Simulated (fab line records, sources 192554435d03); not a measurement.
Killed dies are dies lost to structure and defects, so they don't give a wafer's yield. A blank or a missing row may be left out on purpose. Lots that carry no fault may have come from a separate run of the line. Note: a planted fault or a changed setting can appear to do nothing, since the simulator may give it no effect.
A lot that was struck, set against a sound lot | flow n5_finfet | 36 out of 1938 route steps
Sound: these wafers, L103.1, L103.5, L103.6. Wafers L117.1, L117.3, L117.4 were the ones struck. The cause is given at the end.
Per side, at each step with rows, come the tool, then ch with its chambers, and then its first start. Under that, the readings that differ: sound wafers | struck wafers | difference of the means | sigmas: that difference in standard deviations of wafers without a fault.
alike: same words and numbers on both sides, and readings whose means sit less than 2 such deviations apart. not compared: any withheld reading, any reading some wafer has no value for, any bound like >300 that may hide the same value, and any number with overlapping values for which the record gives no deviation.
A row with sigmas, a row that says differs or no value, or rows on one side alone: a step with any of these is where the two part. Numbers that don't overlap but have no deviation are shown without sigmas and don't part them. A reading that every wafer of one side lacks parts them only if that side has two wafers or more.

first, 9 steps without rows for these wafers: N5_BEOL_M4_ANNEAL_95 (time 240 s); N5_BEOL_M4_SPUTTER_96 (material Cu, target thk 4.5 nm, time 8.29 s); N5_BEOL_M4_ECD_50 (material Cu, target thk 300 nm); N5_BEOL_M4_ANNEAL_51 (time 90 s); N5_BEOL_M4_CMP_52 (polishes, stops on SiOC, t overpolish 6.8 s, target thk 40 nm); N5_BEOL_M4_PRE_CLEAN_60 (time 15 s); N5_BEOL_M4_CO_CAP_55 (material Co, precursor CCTBA/H2, target thk 2 nm, time 102.1 s); N5_BEOL_M4_PRE_CLEAN_56 (time 15 s); N5_BEOL_M4_DEP_57 (deposits SiCN from 3MS/NH3, target thk 8 nm, time 14 s).
N5_BEOL_M4_RC_MEAS_101:
  sound on prober-02 ch 0, day 7 19:55; struck on prober-02 ch 0, day 11 04:02
  reading       | sound       | struck      | difference | sigmas
  ION_N (uA/um) | 654 656 658 | 673 686 688 | +26        | +2
  ION_P (uA/um) | 448 445 460 | 463 467 476 | +18        | +2
  alike: DIBL_N, DIBL_P, IOFF_N, IOFF_P, SS_N, SS_P, VT_N, VT_P
then, 24 steps without rows for these wafers: N5_BEOL_M5_ILD_DEP_00 (deposits SiCOH lowk from DEMS/porogen, target thk 140.64 nm, time 25.9 s); N5_BEOL_M5_CURE_79 (cures SiCOH lowk, time 240 s); N5_BEOL_M5_PECVD_70 (deposits SiO2 from TEOS/O2, target thk 16 nm, time 18 s); N5_BEOL_M5_HM_DEP_02 (deposits TiN, target thk 20 nm); N5_BEOL_M5_COAT_59 (time 60 s, resist thk 60 nm); N5_BEOL_M5_COAT_60 (time 60 s, resist thk 12 nm); N5_BEOL_M5_COAT_71 (time 60 s, resist thk 5 nm); N5_BEOL_M5_COAT_05 (resist thk 30 nm); N5_BEOL_M5_EBR_07; N5_BEOL_M5_SOFTBAKE_06 (time 60 s); N5_BEOL_M5_EXPOSE_08 (exposes mask M5, target cd 28 nm); N5_BEOL_M5_PEB_09 (peb time 60 s); N5_BEOL_M5_DEVELOP_10 (develop time 30 s); N5_BEOL_M5_DESCUM_16 (chemistry O2, time 7 s); N5_BEOL_M5_ETCH_72 (etches underlayer in N2/H2, target depth 6.5 nm, time 5.2 s); N5_BEOL_M5_ETCH_61 (etches SiARC in CF4, target depth 15.6 nm, time 26 s); N5_BEOL_M5_ETCH_62 (etches SOC in N2/H2, target depth 75 nm, overetch 15 nm, time 112.5 s); N5_BEOL_M5_STRIP_63 (strips in N2/H2); N5_BEOL_M5_STRIP_73 (strips in N2/H2); N5_BEOL_M5_STRIP_64 (strips in CF4); N5_BEOL_M5_HM_OPEN_17 (chemistry Cl2/BCl3, target TiN, target depth 20 nm, overetch 6 nm); N5_BEOL_M5_STRIP_19 (strips in O2); N5_BEOL_M5_COAT_65 (time 60 s, resist thk 60 nm); N5_BEOL_M5_COAT_66 (time 60 s, resist thk 12 nm).
-- a jump in the record: the struck wafers' starts before and after are 3 days apart (it breaks off in module BEOL_M5 and resumes in module BEOL_M11, where the first step shown is number 1539 of the route) --
N5_BEOL_M11_PECVD_70: deposits SiO2 from TEOS/O2, target thk 20 nm, time 22.7 s.
  sound on pecvd-01 ch 1,2, day 10 02:34; struck on pecvd-01 ch 0,1, day 13 16:37
  no value came back on the struck wafers for any of 5 readings (chamber_pressure_Torr (Torr), heater_power_outer_w (W) and others); on the sound wafers chamber_pressure_Torr (Torr) reads 5.512 5.540 5.491
-- the record jumps here: 2 days lie between the struck wafers' starts before and after (it left off in module BEOL_M11 and takes up again in module PASSIVATION, whose first step shown is number 1936 of the route) --
N5_PASSIVATION_PROBE_49:
  the record has rows for the struck wafers here (prober-02, day 15 22:10) and none for the sound ones

## WHERE THEY PART
First at N5_BEOL_M4_RC_MEAS_101; last, within this record, at N5_PASSIVATION_PROBE_49.

WHY: what had been put in by the simulator
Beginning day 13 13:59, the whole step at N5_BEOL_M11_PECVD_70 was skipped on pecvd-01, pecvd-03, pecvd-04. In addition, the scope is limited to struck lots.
